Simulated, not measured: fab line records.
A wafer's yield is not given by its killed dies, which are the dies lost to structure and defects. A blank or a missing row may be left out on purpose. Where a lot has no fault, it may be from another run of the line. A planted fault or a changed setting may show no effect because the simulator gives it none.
A struck lot beside a sound one :: flow n5_finfet :: 15 out of 1938 route steps
Sound: wafers L442.3, L442.5, L442.6. Struck: wafer L456.1; the same lot's L456.5 was not struck, so it is left out; see the end for the cause.
At each step with rows: each side's tool, then ch and its chambers, then its first start. Under that, the readings that differ: sound wafers :: struck wafers :: difference of the means :: sigmas: that difference in standard deviations of wafers without a fault.
alike: same words and numbers on both sides, and readings whose means sit less than 2 such deviations apart. not compared: any withheld reading, any reading some wafer has no value for, any bound like >300 that may hide the same value, and any number with overlapping values for which the record gives no deviation.
The two part at a step that has a row with sigmas, a row that says differs or no value, or rows on one side only. Numbers that have no deviation but don't overlap get no sigmas and don't part them. A reading missing from all wafers of one side parts the sides only when that side holds two or more wafers.

first, 1 step without rows for these wafers: N5_MOL_CONTACT_COAG_STRIP_69 (strips in N2/H2).
N5_MOL_CONTACT_COAG_ETCHBACK_136: etches SiO2 in CHF3, target depth 25 nm, time 16.7 s.
  sound on rie_diel-05 ch 0,1, day 5 22:05; struck on rie_diel-06 ch 0, day 9 10:34
reading: drypump_motor_current_A (A)
sound: 6.0 6.0 6.4
struck: 4.9
difference: -1.2
sigmas: -2

reading: throttle_valve_pct (%)
sound: 18.50 18.49 18.59
struck: 19.16
difference: +0.63
sigmas: +2
  alike: oes_product_au, rf_vpp_V, showerhead_plenum_p_Torr
  not compared: rf_hours_counter_h
then, 1 step without rows for these wafers: N5_MOL_CONTACT_COAG_STRIP_120 (strips in CHF3).
N5_MOL_CONTACT_COAG_VIA_ETCH_117: etches SiO2 in C4F6/O2, target depth 40 nm, overetch 8 nm, time 26 s.
  sound on rie_diel-05 ch 0,1, day 5 22:07; struck on rie_diel-06 ch 0, day 9 10:35
reading: drypump_motor_current_A (A)
sound: 6.0 6.0 6.4
struck: 4.9
difference: -1.2
sigmas: -2

reading: throttle_valve_pct (%)
sound: 40.5 40.5 40.9
struck: 41.9
difference: +1.3
sigmas: +3
  alike: oes_product_au, rf_vpp_V, showerhead_plenum_p_Torr
  not compared: rf_hours_counter_h
N5_MOL_CONTACT_COAG_ETCH_124: etches SiNx in CH3F/O2, stops on SiOC, target depth 6.5 nm.
  sound on rie_diel-05 ch 0,1, day 5 22:09; struck on rie_diel-06 ch 0, day 9 10:37
reading: drypump_motor_current_A (A)
sound: 6.0 6.0 6.3
struck: 4.9
difference: -1.2
sigmas: -2

reading: throttle_valve_pct (%)
sound: 16.11 16.11 16.15
struck: 16.77
difference: +0.65
sigmas: +2
  alike: oes_product_au, rf_vpp_V, showerhead_plenum_p_Torr
  not compared: rf_hours_counter_h
then, 1 step without rows for these wafers: N5_MOL_CONTACT_COAG_ETCH_48 (etches SiOC in C4F6/O2, target depth 15 nm, overetch 4.5 nm, time 17 s).
N5_MOL_CONTACT_COAG_STRIP_72: strips in N2/H2.
  sound on rie_diel-05 ch 0,1, day 5 22:15; struck on rie_diel-06 ch 0, day 9 10:43
reading: drypump_motor_current_A (A)
sound: 6.0 6.0 6.3
struck: 4.9
difference: -1.2
sigmas: -2
  alike: oes_product_au, rf_vpp_V, showerhead_plenum_p_Torr, throttle_valve_pct
  not compared: rf_hours_counter_h
N5_MOL_CONTACT_COAG_STRIP_49: strips in N2/H2, time 30 s.
  sound on plasma_asher-02 ch 0,1, day 5 22:21; struck on plasma_asher-02 ch 0, day 9 10:47
reading: rf_hours_counter_h (h)
sound: - - -
struck: 114
difference: no value on the sound wafers
sigmas: 
  alike: drypump_motor_current_A, heater_power_w
then, 2 steps without rows for these wafers: N5_MOL_CONTACT_COAG_PRECLEAN_138 (cleans in alkaline clean, time 60 s); N5_MOL_CONTACT_COAG_SRD_139 (time 30 s).
N5_MOL_CONTACT_COAG_CD_MEAS_101: target cd 16 nm.
  sound: cd_sem-03 at day 5 22:29; struck: cd_sem-03 at day 9 10:56
  alike: cd_nm
after that, 1 step had no rows for these wafers: N5_MOL_CONTACT_COAG_PRE_CLEAN_121.
N5_MOL_CONTACT_COAG_CVD_140: deposits W, target thk 66.5 nm, time 215 s.
  sound on cvd_w-02 ch 0,1, day 5 22:41; struck on cvd_w-02 ch 0, day 9 11:04
reading: run_length_s (s)
sound: 284.9 285.7 285.3
struck: 385.1
difference: +99.8
sigmas: +99 or more
  alike: heater_power_w
then, 1 step without rows for these wafers: N5_MOL_CONTACT_COAG_PRECLEAN_127 (cleans in DIW, time 57.5 s).
-- record jumps: 7 days separate the struck wafers' starts on either side; left off in module MOL_CONTACT_COAG, taken up again in module PASSIVATION, whose first shown step is the route's number 1936 --
N5_PASSIVATION_PROBE_49:
  sound: prober-02 at day 12 19:26; struck: prober-02 at day 16 20:52
  alike: killed_at_M0_to_M3, killed_at_M4_up, killed_at_contacts, killed_at_front_end, killed_at_other, killed_dies, killed_on_rim, killed_open, killed_short

== WHERE THEY PART ==
At N5_MOL_CONTACT_COAG_ETCHBACK_136 first; at N5_MOL_CONTACT_COAG_CVD_140 last (within this record only). Later steps at which nothing parts them and some readings are alike: N5_PASSIVATION_PROBE_49.

WHY: what the simulator had put in
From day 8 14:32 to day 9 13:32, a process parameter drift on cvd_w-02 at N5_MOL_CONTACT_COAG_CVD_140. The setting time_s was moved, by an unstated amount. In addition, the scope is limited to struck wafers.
